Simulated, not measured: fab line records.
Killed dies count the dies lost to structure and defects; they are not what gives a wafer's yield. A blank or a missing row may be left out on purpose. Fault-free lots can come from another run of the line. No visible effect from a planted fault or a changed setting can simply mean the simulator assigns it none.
fab line records	flow n5-finfet
[record] lots = 10	wafers = 30	last-day = 17
route steps=1938 shown BEOL_M12@1636 BEOL_M13@1659
lots that met no fault: taken from a fault-free run of the same line
start-h: hours from the record's opening day to when the first of the lot's shown wafers began	wait-h: how many hours have passed since the lot's step before this one	" unchanged from the row above	L1.1+2: a row that stands for several wafers	- value missing, or start not given	* or withheld: withheld	< > ~ a bound
route shown NAME@n: NAME is a module with steps in the file, n the number in the route of the first one	usual: the fault-free wafers' mean and standard deviation	same: alike in all rows	chamber/n: place in a boat	sites: per-site readings	_std_site: the values' standard deviation	_edge_site: outer sites' mean less inner sites'	radius-mm: for every site, how far away it sits from the centre of the wafer	mask NAME#n: copy n	behind: the last tool/chamber to shape the wafer	hold: what put the lot on hold/how long, in hours/how the hold closed	device: whichever transistor did not switch (one of n, p or np)	end of line: at the end of the route, the tests of the same wafers	a step with no rows: only its recipe	killed: dies that structure and defects cost at the first sort, which is not the same as the wafer's yield	map: a wafer's dies, marking killed ones x, the rest . and places with no die _
set.NAME: the setting the step ran with; set.NAME@STEP: the setting that earlier step ran with	model.NAME: the simulator's own value behind a step, which no gauge read
route steps across a sampled set of lots; one table per step, one row per wafer
services: from which hour (start-h, from the record's first day; less than 0 if before it) a tool's chamber was out of use, for how many hours, and why
[[steps]]
[step N5_BEOL_M12_ETCH_67]
[recipe] chemistry = CF4	target = SiARC	target-depth-a = 1430	time-s = 238.3	ion-energy-ev = 80	pressure-mtorr = 40	source-w = 545	bias-w = 36	Ar_flow_sccm = 100	cf4-flow-sccm = 100	ends = cleared
[usual] drypump-motor-current-A = 5.9/0.56	etch-rf-on-time-s = 237/6	oes-product-au = 0.67/0.075	rf-vpp-V = 184.0/1.3	showerhead-plenum-p-Torr = 2.13/0.069	throttle-valve-pct = 15.57/0.26
lot.wafer	tool	chamber	start-h	wait-h	drypump-motor-current-A	etch-rf-on-time-s	oes-product-au	rf-hours-counter-h	rf-vpp-V	showerhead-plenum-p-Torr	throttle-valve-pct
L410.1	rie-diel-05	1	261.71	0.0	6.0	231	0.69	100	183.2	2.07	15.66
L410.3	"	0	"	"	5.3	247	0.56	258	183.9	2.19	15.77
L410.6	"	1	"	"	6.0	232	0.69	-	182.4	2.07	15.67
L411.1	rie-diel-01	3	265.80	0.0	5.9	232	0.80	15	185.1	2.18	15.25
L411.2	"	1	"	"	5.2	241	0.61	204	183.3	2.11	15.89
L411.6	"	0	"	"	6.2	233	0.78	-	185.9	2.26	15.13
L414.1	rie-diel-05	1	292.87	0.0	6.0	231	0.68	106	183.0	2.07	15.69
L414.2	"	0	"	"	5.3	229	0.83	2	184.1	2.18	15.27
L414.5	"	1	"	"	5.9	232	0.69	-	183.5	2.07	15.68
L417.1	rie-diel-01	3	297.91	0.0	5.9	229	0.78	28	185.5	2.17	15.30
L417.3	"	2	"	"	6.7	238	0.62	215	183.6	2.13	15.68
L417.5	"	1	"	"	5.3	239	0.60	-	184.6	2.11	15.91
L415.2	rie-diel-06	1	301.87	0.0	5.8	243	0.74	33	185.6	2.17	15.27
L415.5	"	3	"	"	4.8	234	0.62	-	182.8	2.04	15.59
L415.6	"	0	"	"	6.4	240	0.60	-	184.0	2.04	15.89
L425.2	rie-diel-01	3	345.92	0.0	5.9	226	0.76	45	184.3	2.17	15.30
L425.4	"	0	"	"	6.2	231	0.75	66	185.3	2.25	15.19
L425.5	"	0	"	"	6.2	231	0.75	-	185.3	2.25	15.20
L424.2	rie-diel-01	2	356.87	0.0	6.7	240	0.61	236	184.2	2.12	15.74
L424.4	"	1	"	"	5.3	244	0.59	235	183.2	2.10	15.97
L424.6	"	3	"	"	5.9	231	0.75	-	183.8	2.17	15.34
L427.3	rie-diel-05	1	368.82	0.0	6.0	229	0.67	132	182.1	2.06	15.75
L427.4	"	0	"	"	5.3	237	0.74	32	184.9	2.17	15.33
L427.6	"	1	"	"	6.0	231	0.67	-	184.0	2.06	15.76
L428.4	rie-diel-01	1	369.30	0.0	5.3	245	0.59	238	182.5	2.10	15.95
L428.5	"	1	"	"	5.3	245	0.58	-	184.2	2.10	15.96
L428.6	"	2	"	"	6.7	243	0.60	-	183.7	2.12	15.73
L429.2	rie-diel-05	2	386.37	0.0	5.6	243	0.62	195	184.5	2.13	15.73
L429.3	"	3	"	"	6.7	235	0.80	15	185.4	2.27	15.40
L429.5	"	0	"	"	5.3	236	0.74	-	184.9	2.17	15.32
[step N5_BEOL_M12_OCD_MEAS_35]
[usual] trench-depth-nm = 318/6.8
lot.wafer	tool	chamber	start-h	wait-h	trench-depth-nm
L410.1	ocd-02	-	262.19	0.0	322
L410.3	"	-	"	"	307
L410.6	"	-	"	"	321
L411.1	ocd-01	-	266.28	0.0	327
L411.2	"	-	"	"	312
L411.6	"	-	"	"	321
L414.1	ocd-02	-	293.36	0.0	323
L414.2	"	-	"	"	332
L414.5	"	-	"	"	323
L417.1	ocd-02	-	298.39	0.0	325
L417.3	"	-	"	"	315
L417.5	"	-	"	"	309
L415.2	ocd-01	-	302.36	0.0	319
L415.5	"	-	"	"	315
L415.6	"	-	"	"	309
L425.2	ocd-02	-	346.40	0.0	327
L425.4	"	-	"	"	320
L425.5	"	-	"	"	321
L424.2	ocd-01	-	357.35	0.0	316
L424.4	"	-	"	"	307
L424.6	"	-	"	"	329
L427.3	ocd-01	-	369.31	0.0	319
L427.4	"	-	"	"	324
L427.6	"	-	"	"	317
L428.4	ocd-02	-	369.79	0.0	308
L428.5	"	-	"	"	309
L428.6	"	-	"	"	317
L429.2	ocd-01	-	387.50	0.0	319
L429.3	"	-	"	"	325
L429.5	"	-	"	"	327
[step N5_BEOL_M12_DEP_53]
[recipe] material = SiCN	target-thk-a = 300	temp-c = withheld	precursor = 3MS/NH3	pressure-torr = 3	rf-w = 675	time-s = 10.5
[usual] showerhead-plenum-p-Torr = 4.158/0.016	showerhead-vpp-V = 1654/100	throttle-valve-pct = 18.4/1
lot.wafer	tool	chamber	start-h	wait-h	showerhead-plenum-p-Torr	showerhead-vpp-V	since-wet-clean-h	throttle-valve-pct
L410.1	pecvd-02	0	264.92	0.0	4.183	1621	1331	19.7
L410.3	"	1	"	"	4.144	1840	525	17.9
L410.6	"	1	"	"	4.155	1812	-	18.0
L411.1	pecvd-01	1	271.67	0.0	4.169	1471	1882	20.3
L411.2	"	0	"	"	4.153	1596	1157	17.9
L411.6	"	2	"	"	4.130	1615	-	17.5
L414.1	pecvd-03	0	302.36	0.0	4.177	1711	825	17.9
L414.2	"	2	"	"	4.164	1801	57	16.7
L414.5	"	1	"	"	4.175	1612	-	19.3
L417.1	pecvd-03	0	303.71	0.0	4.178	1693	826	17.9
L417.3	"	1	"	"	4.167	1608	1551	18.8
L417.5	"	1	"	"	4.169	1604	-	19.2
L415.2	pecvd-01	1	308.74	0.0	4.152	1524	1919	20.3
L415.5	"	2	"	"	4.140	1611	-	17.5
L415.6	"	0	"	"	4.157	1579	-	18.4
L425.2	pecvd-03	1	353.37	0.0	4.157	1579	1601	19.0
L425.4	"	1	"	"	4.166	1581	-	19.2
L425.5	"	0	"	"	4.195	1726	-	17.9
L424.2	pecvd-02	1	361.34	0.0	4.144	1814	621	18.2
L424.4	"	2	"	"	4.149	1709	-	18.5
L424.6	"	1	"	"	4.153	1801	-	18.2
L427.3	pecvd-01	0	374.24	0.0	4.171	1602	1259	18.2
L427.4	"	2	"	"	4.119	1605	-	17.6
L427.6	"	0	"	"	4.159	1592	-	18.2
L428.4	pecvd-03	0	375.79	0.0	4.183	1717	-	17.8
L428.5	"	1	"	"	4.173	1596	-	19.2
L428.6	"	2	"	"	4.177	1774	-	17.1
L429.2	pecvd-02	0	390.22	0.0	4.171	1586	1457	19.5
L429.3	"	2	"	"	4.138	1713	-	18.6
L429.5	"	2	"	"	4.142	1718	-	18.4
[step N5_BEOL_M13_ILD_DEP_00]
[recipe] material = SiOC	target-thk-a = 8379.2	temp-c = 350	precursor = DEMS/O2	pressure-torr = 5	rf-w = 500	time-s = 166.4
[usual] heater-power-w = 445/48	showerhead-plenum-p-Torr = 5.689/0.015	showerhead-vpp-V = 1378/88	susceptor-temp-C = 350.02/0.19	throttle-valve-pct = 11.9/0.72
lot.wafer	tool	chamber	start-h	wait-h	heater-power-w	showerhead-plenum-p-Torr	showerhead-vpp-V	since-wet-clean-h	susceptor-temp-C	throttle-valve-pct
L410.1	pecvd-04	2	265.04	0.0	405	5.695	1444	52	350.44	10.8
L410.3	"	1	"	"	489	5.680	1375	1694	350.13	11.5
L410.6	"	0	"	"	533	5.716	1253	-	350.20	11.9
L411.1	pecvd-04	2	271.79	0.0	454	5.665	1458	59	350.21	11.0
L411.2	"	1	"	"	474	5.658	1382	1701	350.09	11.7
L411.6	"	1	"	"	469	5.674	1361	-	350.19	11.4
L414.1	pecvd-04	1	302.49	0.0	519	5.673	1367	1731	354.34	11.4
L414.2	"	2	"	"	430	5.667	1464	90	354.88	11.0
L414.5	"	1	"	"	414	5.678	1379	-	354.62	11.5
L417.1	pecvd-02	0	303.84	0.0	378	5.704	1402	1370	350.00	13.0
L417.3	"	1	"	"	516	5.692	1535	564	350.04	11.7
L417.5	"	0	"	"	405	5.716	1390	-	349.99	12.8
L415.2	pecvd-04	0	308.86	0.0	499	5.702	1243	1013	354.45	11.9
L415.5	"	2	"	"	482	5.677	1433	-	354.71	11.0
L415.6	"	0	"	"	531	5.703	1235	-	354.30	12.0
L425.2	pecvd-01	0	353.50	0.0	435	5.703	1370	1239	350.09	12.1
L425.4	"	1	"	"	425	5.702	1294	-	349.88	13.7
L425.5	"	0	"	"	456	5.697	1418	-	350.28	12.2
L424.2	pecvd-02	2	361.48	0.0	462	5.689	1498	674	349.98	12.4
L424.4	"	1	"	"	424	5.687	1560	-	350.12	12.1
L424.6	"	1	"	"	470	5.684	1517	-	350.11	12.2
L427.3	pecvd-04	2	374.37	0.0	406	5.677	1442	162	349.80	11.0
L427.4	"	0	"	"	432	5.699	1223	-	349.96	11.7
L427.6	"	1	"	"	469	5.692	1382	-	350.07	11.5
L428.4	pecvd-04	1	375.96	0.1	445	5.671	1385	-	350.03	11.2
L428.5	"	2	"	"	437	5.681	1432	-	350.19	11.0
L428.6	"	0	"	"	444	5.700	1230	-	350.19	11.8
L429.2	pecvd-01	2	390.36	0.0	457	5.675	1388	522	349.90	11.5
L429.3	"	0	"	"	430	5.704	1367	1276	350.05	12.0
L429.5	"	0	"	"	452	5.701	1357	-	350.05	12.1
[[services]]
tool	chamber	start-h	hours	kind
rie-diel-06	2	241.76	6.5	repair
pecvd-02	-	246.63	2.5	repair
rie-diel-01	1	255.42	3.4	repair
rie-diel-05	0	265.60	-	clean
rie-diel-05	0	265.60	-	consumable-replace:focus-ring
rie-diel-05	0	265.60	22.7	scheduled-down
rie-diel-05	0	265.60	22.7	vent-cycle
rie-diel-01	2	270.68	4.7	repair
rie-diel-05	-	273.86	14.6	pm
pecvd-04	2	294.41	2.1	scheduled-down
rie-diel-05	3	314.94	11.0	repair
pecvd-02	1	315.25	3.4	repair
pecvd-02	0	324.58	5.0	scheduled-down
rie-diel-05	3	326.15	-	clean
rie-diel-05	3	326.15	-	consumable-replace:focus-ring
pecvd-02	-	328.67	1.5	repair
rie-diel-06	3	333.55	2.8	repair
rie-diel-06	-	334.62	0.7	repair
pecvd-03	1	341.51	5.2	repair
pecvd-04	-	343.24	1.7	repair
rie-diel-05	1	355.36	13.1	repair
pecvd-02	0	359.75	7.6	repair
pecvd-02	0	386.26	2.1	scheduled-down
pecvd-02	1	388.39	5.0	scheduled-down
[[key]]
[first-sign] step = N5_BEOL_M13_ILD_DEP_00	reading = susceptor-temp-C	direction = up	sigmas = 23	usual = *	struck = *
effect none on later readings
met-at N5_BEOL_M13_ILD_DEP_00
struck-lots L414,L415
not-acting-at N5_BEOL_M12_ETCH_67,N5_BEOL_M12_OCD_MEAS_35,N5_BEOL_M12_DEP_53
onset-between 271.79 302.49
[fault] kind = process-parameter-drift	tool = pecvd-04	chamber = -	onset-h = 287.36	steps = N5_BEOL_M13_ILD_DEP_00	channel = temp-c	offset = *	shape = step	end-h = 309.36	acts-in = *	stated = *
